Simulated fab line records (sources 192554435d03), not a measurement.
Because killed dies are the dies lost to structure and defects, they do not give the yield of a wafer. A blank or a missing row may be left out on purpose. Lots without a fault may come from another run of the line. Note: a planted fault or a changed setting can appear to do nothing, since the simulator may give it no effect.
A lot that was struck, set against a sound lot :: flow n5Finfet :: 26 out of 1938 route steps
Sound: wafers L800.2, L800.4, L800.6. Struck: wafer L808.3. (L808.2, L808.6 of the same lot were not struck and are left out.) The cause comes at the end.
At each step with rows: each side's tool, then ch and its chambers, then its first start. Under that, the readings that differ: sound wafers :: struck wafers :: difference of the means :: sigmas: that difference in standard deviations of wafers without a fault.
alike: readings with means less than 2 such deviations apart, plus words and numbers identical on both sides. not compared: withheld readings, readings lacking a value on some wafer, bounds such as >300 that could conceal the same value, and numbers that have no deviation in the record and whose values overlap.
A row with sigmas, a row that says differs or no value, or rows on one side alone: a step with any of these is where the two part. Non-overlapping numbers with no deviation appear without sigmas and do not part them. Lack of a reading on every wafer of one side parts them only where that side has two or more wafers.

first, 10 steps without rows for these wafers: N5_DUMMY_GATE_SRD_26 (time 30 s); N5_DUMMY_GATE_UV_OZONE_45 (time 120 s); N5_SPACER0_ALD_07 (deposits SiNx, target thk 2 nm); N5_SPACER0_ALD_00 (deposits SiOCN, target thk 3.5 nm, pulse time 3 s, purge time 2 s); N5_SPACER0_ALD_08 (deposits SiNx, target thk 2 nm); N5_SD_EPI_N_COAT_32 (time 60 s, resist thk 350 nm); N5_SD_EPI_N_COAT_33 (time 60 s, resist thk 35 nm); N5_SD_EPI_N_COAT_03 (resist thk 150 nm); N5_SD_EPI_N_EBR_05; N5_SD_EPI_N_SOFTBAKE_04 (time 60 s).
N5_SD_EPI_N_EXPOSE_06: exposes mask SD N BLK, target cd 120 nm.
  sound on arfiScanner-03 ch 0, day 3 15:22; struck on arfiScanner-03 ch 0, day 5 16:19
  alike: mask
then, 2 steps without rows for these wafers: N5_SD_EPI_N_PEB_07 (peb time 60 s); N5_SD_EPI_N_DEVELOP_08 (develop time 30 s).
N5_SD_EPI_N_CD_MEAS_09: target cd 120 nm.
  sound on cdSem-01 ch 0, day 3 15:29; struck on cdSem-02 ch 0, day 5 16:26
reading: cdNm (nm)
sound: 119.4 119.9 119.3
struck: 114.1
difference: -5.4
sigmas: -9
N5_SD_EPI_N_DESCUM_14: chemistry O2, time 7.9 s.
  sound on rieDiel-06 ch 2,3, day 3 15:35; struck on rieDiel-06 ch 2, day 5 16:38
reading: model.SD_EPI_N.cdNm (nm)
sound: 119.6 120 119.4
struck: 114
difference: -6
sigmas: 
  alike: drypumpMotorCurrentA, oesProductAu, rfVppV, showerheadPlenumPTorr, throttleValvePct
  not compared: rfHoursCounterH
then, 7 steps without rows for these wafers: N5_SD_EPI_N_ETCH_34 (etches SiARC in CF4, target depth 45.5 nm, time 75.8 s); N5_SD_EPI_N_ETCH_35 (etches SOC in N2/H2, overetch 108 nm, time 486 s); N5_SD_EPI_N_STRIP_36 (strips in N2/H2); N5_SD_EPI_N_ETCHBACK_44 (etches SiNx in CH3F/O2, stops on SiO2, target depth 14.5 nm); N5_SD_EPI_N_ETCH_45 (etches SiOCN in CH3F/O2, target depth 6 nm); N5_SD_EPI_N_ETCH_16 (etches SiO2 in CHF3/O2, target depth 5 nm); N5_SD_EPI_N_STRIP_47 (strips in CHF3/O2).
N5_SD_EPI_N_SD_RECESS_17: chemistry HBr/Cl2/O2, target depth 41 nm, time 23.7 s, bt time 3 s.
  sound on rieSi-01 ch 2,3, day 3 16:16; struck on rieSi-01 ch 3, day 5 17:19
reading: model.SD_EPI_N.cdNm (nm)
sound: 119.4 119.4 119.8
struck: 113
difference: -7
sigmas: 
  alike: drypumpMotorCurrentA, heBacksideLeakSccm, oesProductAu, throttleValvePct
  not compared: rfHoursCounterH
then, 1 step without rows for these wafers: N5_SD_EPI_N_STRIP_38 (strips in N2/H2).
-- record jumps: 6 days separate the struck wafers' starts on either side; left off in module SD_EPI_N, taken up again in module BEOL_M4, whose first shown step is the route's number 1111 --
N5_BEOL_M4_RC_MEAS_101:
  sound on prober-01 ch 0, day 8 20:02; struck on prober-02 ch 0, day 11 11:22
reading: DIBL_P (mV/V)
sound: 37.2 35.8 36.6
struck: 33.5
difference: -3.0
sigmas: -2
  alike: DIBL_N, IOFF_N, IOFF_P, ION_N, ION_P, SS_N, SS_P, VT_N, VT_P
following that, these wafers have no rows for 1 step: N5_PASSIVATION_PROBE_49.

## WHERE THEY PART
Earliest at N5_SD_EPI_N_CD_MEAS_09; latest, in this record, at N5_BEOL_M4_RC_MEAS_101.

WHY: what had been put in by the simulator
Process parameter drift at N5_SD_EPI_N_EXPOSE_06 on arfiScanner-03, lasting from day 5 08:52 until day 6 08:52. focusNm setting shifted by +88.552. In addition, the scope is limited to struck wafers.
